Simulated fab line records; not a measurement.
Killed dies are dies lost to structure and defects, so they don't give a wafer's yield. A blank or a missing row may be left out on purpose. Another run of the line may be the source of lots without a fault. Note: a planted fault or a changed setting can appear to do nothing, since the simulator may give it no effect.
Struck lot and sound lot, side by side ; flow n5-finfet ; 41 steps out of a route of 1938
Sound: the wafers L599.4, L599.5, L599.6. Struck: wafer L613.2 (L613.4, L613.6, from the same lot, were not struck and are left out); the cause is given at the end.
Per side, at each step with rows, come the tool, then ch with its chambers, and then its first start. Under that, the readings that differ: sound wafers ; struck wafers ; difference of the means ; sigmas: that difference in standard deviations of wafers without a fault.
alike: readings with means less than 2 such deviations apart, plus words and numbers identical on both sides. not compared: withheld readings, readings lacking a value on some wafer, bounds such as >300 that could conceal the same value, and numbers that have no deviation in the record and whose values overlap.
Wherever a step has rows on one side only, a row that says differs or no value, or a row with sigmas, the two part there. Numbers that don't overlap but have no deviation are shown without sigmas and don't part them. A reading that every wafer of one side lacks parts them only if that side has two wafers or more.

first, 2 steps without rows for these wafers: N5_BEOL_M0_HM_STRIP_129 (strips TiN in peroxide tin strip, target depth 17 nm, time 108 s); N5_BEOL_M0_SRD_130 (time 30 s).
N5_BEOL_M0_ETCH_109: etches SiCN in CH3F/O2, target depth 8 nm, overetch 2.4 nm, time 27.4 s.
  sound on rie-diel-02 ch 0,3, day 5 21:24; struck on rie-diel-03 ch 1, day 9 07:53
reading;sound;struck;difference;sigmas
oes-product-au (a.u.);0.63 0.62 0.73;0.81;+0.15;+2
throttle-valve-pct (%);16.44 16.47 16.24;15.63;-0.75;-3
  alike: drypump-motor-current-A, rf-vpp-V, showerhead-plenum-p-Torr
  not compared: rf-hours-counter-h
then, 8 steps without rows for these wafers: N5_BEOL_M0_STRIP_139 (strips in post etch residue remover, time 60 s); N5_BEOL_M0_SRD_111 (time 30 s); N5_BEOL_M0_DEGAS_112 (time 60 s); N5_BEOL_M0_PRE_CLEAN_113 (time 30 s); N5_BEOL_M0_ALD_136 (deposits TaN, pulse time 2 s, purge time 3 s, co reactant purge time 2 s); N5_BEOL_M0_SURFACE_TREAT_137; N5_BEOL_M0_CVD_115 (deposits Co from CCTBA/H2, time 120 s); N5_BEOL_M0_SPUTTER_116 (material Cu, target thk 4 nm, time 7.37 s).
N5_BEOL_M0_ANNEAL_117: time 60 s.
  sound on pvd-sputter-01, day 6 00:08; struck on pvd-sputter-03, day 9 09:04
  alike: heater-power-w, susceptor-temp-C
N5_BEOL_M0_SPUTTER_132: material Cu, target thk 4 nm, time 7.37 s.
  sound on pvd-sputter-01, day 6 00:10; struck on pvd-sputter-03, day 9 09:06
  alike: chuck-sensor-temp-C, susceptor-temp-C, throttle-valve-pct
then, 5 steps without rows for these wafers: N5_BEOL_M0_ANNEAL_133 (time 60 s); N5_BEOL_M0_SPUTTER_134 (material Cu, target thk 4 nm, time 7.37 s); N5_BEOL_M0_ANNEAL_135 (time 60 s); N5_BEOL_M0_SPUTTER_141 (material Cu, target thk 4 nm, time 7.37 s); N5_BEOL_M0_ECD_118 (material Cu, target thk 300 nm).
N5_BEOL_M0_ANNEAL_119: time 90 s.
  sound on rtp-anneal-02 ch 0, day 6 00:54; struck on rtp-anneal-02 ch 0, day 9 10:12
  alike: wafer_temp_C_max
N5_BEOL_M0_CMP_120: polishes, stops on SiOC, t overpolish 6.9 s.
  sound on cmp-03 ch 0,3, day 6 01:06; struck on cmp-01 ch 0, day 9 10:30
  alike: barrier-field-endpoint-s, clearing-platen-down-force-psi, clearing-platen-rpm, edge-zone-pressure-frac, motor-current-A, overpolish-run-s, time-to-endpoint-s
then, 4 steps without rows for these wafers: N5_BEOL_M0_PRE_CLEAN_131 (time 15 s); N5_BEOL_M0_CO_CAP_123 (material Co, precursor CCTBA/H2, target thk 2 nm, time 102.1 s); N5_BEOL_M0_PRE_CLEAN_124 (time 15 s); N5_BEOL_M0_DEP_125 (deposits SiCN from 3MS/NH3, target thk 8 nm, time 14 s).
N5_BEOL_M0_RS_MEAS_126: a four-point-probe measurement.
  sound on film-metro-02, day 6 01:41; struck on film-metro-02, day 9 11:01
  alike: M0_RS
then, 1 step without rows for these wafers: N5_BEOL_M1_ILD_DEP_00 (deposits SiOC from DEMS/O2, target thk 79 nm, time 15.3 s).
N5_BEOL_M1_THK_MEAS_01:
  sound on film-metro-01, day 6 01:49; struck on film-metro-01, day 9 11:09
  alike: M1_ILD_THK
then, 1 step without rows for these wafers: N5_BEOL_M1_PECVD_72 (deposits SiO2 from TEOS/O2, target thk 16 nm, time 18 s).
N5_BEOL_M1_HM_DEP_02: deposits TiN, target thk 20 nm.
  sound on pvd-sputter-02, day 6 05:26; struck on pvd-sputter-02, day 9 11:48
  alike: susceptor-temp-C, throttle-valve-pct
then, 9 steps without rows for these wafers: N5_BEOL_M1_COAT_61 (time 60 s, resist thk 60 nm); N5_BEOL_M1_COAT_62 (time 60 s, resist thk 12 nm); N5_BEOL_M1_COAT_73 (time 60 s, resist thk 5 nm); N5_BEOL_M1_COAT_05 (resist thk 30 nm); N5_BEOL_M1_EBR_07; N5_BEOL_M1_SOFTBAKE_06 (time 60 s); N5_BEOL_M1_EXPOSE_08 (exposes mask M1); N5_BEOL_M1_PEB_09 (peb time 60 s); N5_BEOL_M1_DEVELOP_10 (develop time 30 s).
N5_BEOL_M1_CD_MEAS_11 targets a cd of 17.05 nm.
  sound on cd-sem-01 ch 0, day 6 05:50; struck on cd-sem-03 ch 0, day 9 12:19
  alike: cd-nm
N5_BEOL_M1_OVL_MEAS_12:
  sound on overlay-01 ch 0, day 6 05:52; struck on overlay-01 ch 0, day 9 12:21
  alike: M1_OVL
-- the record jumps here: 6 days lie between the struck wafers' starts before and after (it left off in module BEOL_M1 and takes up again in module PASSIVATION, whose first step shown is number 1936 of the route) --
N5_PASSIVATION_PROBE_49:
  sound on prober-02, day 12 08:59; struck on prober-02, day 16 00:05
reading;sound;struck;difference;sigmas
defect-limited-yield (%);90.3 90.7 89.5;85.3;-4.9;-3
killed_at_M0_to_M3;49 34 49;117;+73;+7
killed-dies;114 110 124;174;+58;+3
killed-on-rim;23 11 20;33;+15;+4
killed-open;72 81 81;46;-32;-2
sort_bin_5_function (%);5.9 5.7 6.9;8.8;+2.6;+3
sort-n-pass;1066 1070 1055;1006;-58;-3
sort-yield-pct (%);90.3 90.7 89.4;85.3;-4.8;-3
  alike: killed_at_M4_up, killed-at-contacts, killed-at-front-end, killed-at-other, killed-short, sort_bin_4_leakage, sort_bin_6_memory, sort_bin_8_speed

== WHERE THEY PART ==
Last at N5_PASSIVATION_PROBE_49 as far as this record goes, first at N5_BEOL_M0_ETCH_109.

WHY: whatever the simulator had introduced
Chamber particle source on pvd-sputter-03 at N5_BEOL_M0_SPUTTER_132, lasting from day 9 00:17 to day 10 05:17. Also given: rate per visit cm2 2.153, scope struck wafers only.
